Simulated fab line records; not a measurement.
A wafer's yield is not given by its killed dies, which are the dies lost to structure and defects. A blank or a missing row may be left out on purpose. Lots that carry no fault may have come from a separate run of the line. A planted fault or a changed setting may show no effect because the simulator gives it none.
Split-lot experiment / flow n5-finfet / on a route of 1938 steps: 7 lots, 21 wafers read

== THE SPLIT ==
At N5_BEOL_M2_COAT_22 (resist thk 30 nm), the setting spin-rpm was moved away from the recipe's 1500 rpm on 6 of the 21 wafers read, by +3.3% to +10.8%. The other wafers ran this setting at the recipe's value.

== FROM THE SPLIT TO THE READING: what the file shows between them, 4 steps ==
- N5_BEOL_M2_EBR_24
- N5_BEOL_M2_SOFTBAKE_23: time 60 s
- N5_BEOL_M2_EXPOSE_25: exposes mask V1, defocus 5 nm
- N5_BEOL_M2_PEB_26: peb time 60 s

== THE READING ==
CAR-EUV_of_BEOL_M2_COAT_22.thk-nm (the simulator's own value, which no gauge read), in nm, at N5_BEOL_M2_DEVELOP_27 (develop time 30 s). No usual value for it is given in the file. Across the 15 wafers here that went through the recipe, the average is 29.5 nm and the standard deviation 0.12 nm.

wafer=L074.1; tool, chamber at the split=litho-track-01, 0; spin-rpm as run, rpm=1500; against the recipe=recipe; CAR-EUV_of_BEOL_M2_COAT_22.thk-nm, nm=29.6; against lot-mates on the recipe=-
wafer=L074.4; tool, chamber at the split=litho-track-01, 0; spin-rpm as run, rpm=1500; against the recipe=recipe; CAR-EUV_of_BEOL_M2_COAT_22.thk-nm, nm=29.6; against lot-mates on the recipe=-
wafer=L074.6; tool, chamber at the split=litho-track-01, 0; spin-rpm as run, rpm=1500; against the recipe=recipe; CAR-EUV_of_BEOL_M2_COAT_22.thk-nm, nm=29.6; against lot-mates on the recipe=-
wafer=L077.1; tool, chamber at the split=litho-track-04, 0; spin-rpm as run, rpm=1657; against the recipe=+10.5%; CAR-EUV_of_BEOL_M2_COAT_22.thk-nm, nm=28.2; against lot-mates on the recipe=-1.4
wafer=L077.3; tool, chamber at the split=litho-track-04, 0; spin-rpm as run, rpm=1657; against the recipe=+10.5%; CAR-EUV_of_BEOL_M2_COAT_22.thk-nm, nm=28.2; against lot-mates on the recipe=-1.4
wafer=L077.5; tool, chamber at the split=litho-track-04, 0; spin-rpm as run, rpm=1500; against the recipe=recipe; CAR-EUV_of_BEOL_M2_COAT_22.thk-nm, nm=29.6; against lot-mates on the recipe=-
wafer=L079.1; tool, chamber at the split=litho-track-01, 0; spin-rpm as run, rpm=1500; against the recipe=recipe; CAR-EUV_of_BEOL_M2_COAT_22.thk-nm, nm=29.4; against lot-mates on the recipe=-
wafer=L079.3; tool, chamber at the split=litho-track-01, 0; spin-rpm as run, rpm=1500; against the recipe=recipe; CAR-EUV_of_BEOL_M2_COAT_22.thk-nm, nm=29.6; against lot-mates on the recipe=-
wafer=L079.4; tool, chamber at the split=litho-track-01, 0; spin-rpm as run, rpm=1646; against the recipe=+9.7%; CAR-EUV_of_BEOL_M2_COAT_22.thk-nm, nm=28.2; against lot-mates on the recipe=-1.3
wafer=L081.1; tool, chamber at the split=litho-track-04, 0; spin-rpm as run, rpm=1500; against the recipe=recipe; CAR-EUV_of_BEOL_M2_COAT_22.thk-nm, nm=29.4; against lot-mates on the recipe=-
wafer=L081.3; tool, chamber at the split=litho-track-04, 0; spin-rpm as run, rpm=1500; against the recipe=recipe; CAR-EUV_of_BEOL_M2_COAT_22.thk-nm, nm=29.6; against lot-mates on the recipe=-
wafer=L081.6; tool, chamber at the split=litho-track-04, 0; spin-rpm as run, rpm=1662; against the recipe=+10.8%; CAR-EUV_of_BEOL_M2_COAT_22.thk-nm, nm=28; against lot-mates on the recipe=-1.5
wafer=L087.1; tool, chamber at the split=litho-track-02, 0; spin-rpm as run, rpm=1628; against the recipe=+8.5%; CAR-EUV_of_BEOL_M2_COAT_22.thk-nm, nm=28.2; against lot-mates on the recipe=-1.3
wafer=L087.2; tool, chamber at the split=litho-track-02, 0; spin-rpm as run, rpm=1500; against the recipe=recipe; CAR-EUV_of_BEOL_M2_COAT_22.thk-nm, nm=29.6; against lot-mates on the recipe=-
wafer=L087.3; tool, chamber at the split=litho-track-02, 0; spin-rpm as run, rpm=1500; against the recipe=recipe; CAR-EUV_of_BEOL_M2_COAT_22.thk-nm, nm=29.4; against lot-mates on the recipe=-
wafer=L088.2; tool, chamber at the split=litho-track-04, 0; spin-rpm as run, rpm=1500; against the recipe=recipe; CAR-EUV_of_BEOL_M2_COAT_22.thk-nm, nm=29.4; against lot-mates on the recipe=-
wafer=L088.3; tool, chamber at the split=litho-track-04, 0; spin-rpm as run, rpm=1500; against the recipe=recipe; CAR-EUV_of_BEOL_M2_COAT_22.thk-nm, nm=29.4; against lot-mates on the recipe=-
wafer=L088.6; tool, chamber at the split=litho-track-04, 0; spin-rpm as run, rpm=1500; against the recipe=recipe; CAR-EUV_of_BEOL_M2_COAT_22.thk-nm, nm=29.4; against lot-mates on the recipe=-
wafer=L092.1; tool, chamber at the split=litho-track-02, 0; spin-rpm as run, rpm=1550; against the recipe=+3.3%; CAR-EUV_of_BEOL_M2_COAT_22.thk-nm, nm=29.2; against lot-mates on the recipe=-0.5
wafer=L092.5; tool, chamber at the split=litho-track-02, 0; spin-rpm as run, rpm=1500; against the recipe=recipe; CAR-EUV_of_BEOL_M2_COAT_22.thk-nm, nm=29.6; against lot-mates on the recipe=-
wafer=L092.6; tool, chamber at the split=litho-track-02, 0; spin-rpm as run, rpm=1500; against the recipe=recipe; CAR-EUV_of_BEOL_M2_COAT_22.thk-nm, nm=29.8; against lot-mates on the recipe=-

FIT RESULTS
A straight line over all 21 wafers: CAR-EUV_of_BEOL_M2_COAT_22.thk-nm changes by -0.136 nm for each +1% of spin-rpm; r = -0.98; the points scatter about the line by 0.12 nm.
The same after taking each lot's own level away (the mean of its wafers on the recipe; 21 wafers): -0.138 nm for each +1%; r = -0.99; scatter 0.073 nm.
According to that fit, moving spin-rpm by its largest amount changes the reading by 1.5 nm.
From 29.40 to 29.70 nm: that is the span of the lots' own levels, equal to 2.5 times the standard deviation above.
The two slopes agree, so the slope changes little with the lot-to-lot level.
Check: for one of the wafers moved furthest among these (+10.8%), held out of the fit, the line's prediction against its lot-mates is -1.49 nm. It came out at -1.5 nm against them.

== OTHER SPLITS APPLIED TO THESE WAFERS ==
Other splits were also applied to these wafers ahead of the reading. Each is held against what the fit with the lots' levels taken away leaves over:
other split on the same wafers=N5_MOL_CONTACT_COAG_CONTACT_ETCH_14 time-s; wafers away from the commonest value=4; r with CAR-EUV_of_BEOL_M2_COAT_22.thk-nm (lot level and that fit taken away)=-0.26
other split on the same wafers=N5_MOL_CONTACT_COAG_ALD_133 ald-cycles; wafers away from the commonest value=7; r with CAR-EUV_of_BEOL_M2_COAT_22.thk-nm (lot level and that fit taken away)=+0.06
other split on the same wafers=N5_BEOL_M0_SAQP_EXPOSE_37 dose-mj; wafers away from the commonest value=7; r with CAR-EUV_of_BEOL_M2_COAT_22.thk-nm (lot level and that fit taken away)=-0.16
other split on the same wafers=N5_BEOL_M1_COAT_22 spin-rpm; wafers away from the commonest value=9; r with CAR-EUV_of_BEOL_M2_COAT_22.thk-nm (lot level and that fit taken away)=+0.05
other split on the same wafers=N5_BEOL_M2_ETCH_64 bias-w; wafers away from the commonest value=8; r with CAR-EUV_of_BEOL_M2_COAT_22.thk-nm (lot level and that fit taken away)=+0.28

== THE WHOLE CHAIN: every reading that the file lists as answering this split, in the file's order ==
step=N5_BEOL_M2_COAT_22; what it does=resist thk 30 nm; reading=CAR-EUV_of_BEOL_M2_COAT_22.thk-nm (the simulator's own value, which no gauge read); change (the file's fit)=-0.134 nm for each +1% of the setting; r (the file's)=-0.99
step=N5_BEOL_M2_DEVELOP_27; what it does=develop time 30 s; reading=CAR-EUV_of_BEOL_M2_COAT_22.thk-nm (the simulator's own value, which no gauge read); change (the file's fit)=-0.139 nm for each +1% of the setting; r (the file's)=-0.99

== FILE'S OWN FIT ==
CAR-EUV_of_BEOL_M2_COAT_22.thk-nm changes by -0.139 nm for each +1% of spin-rpm, r = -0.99.
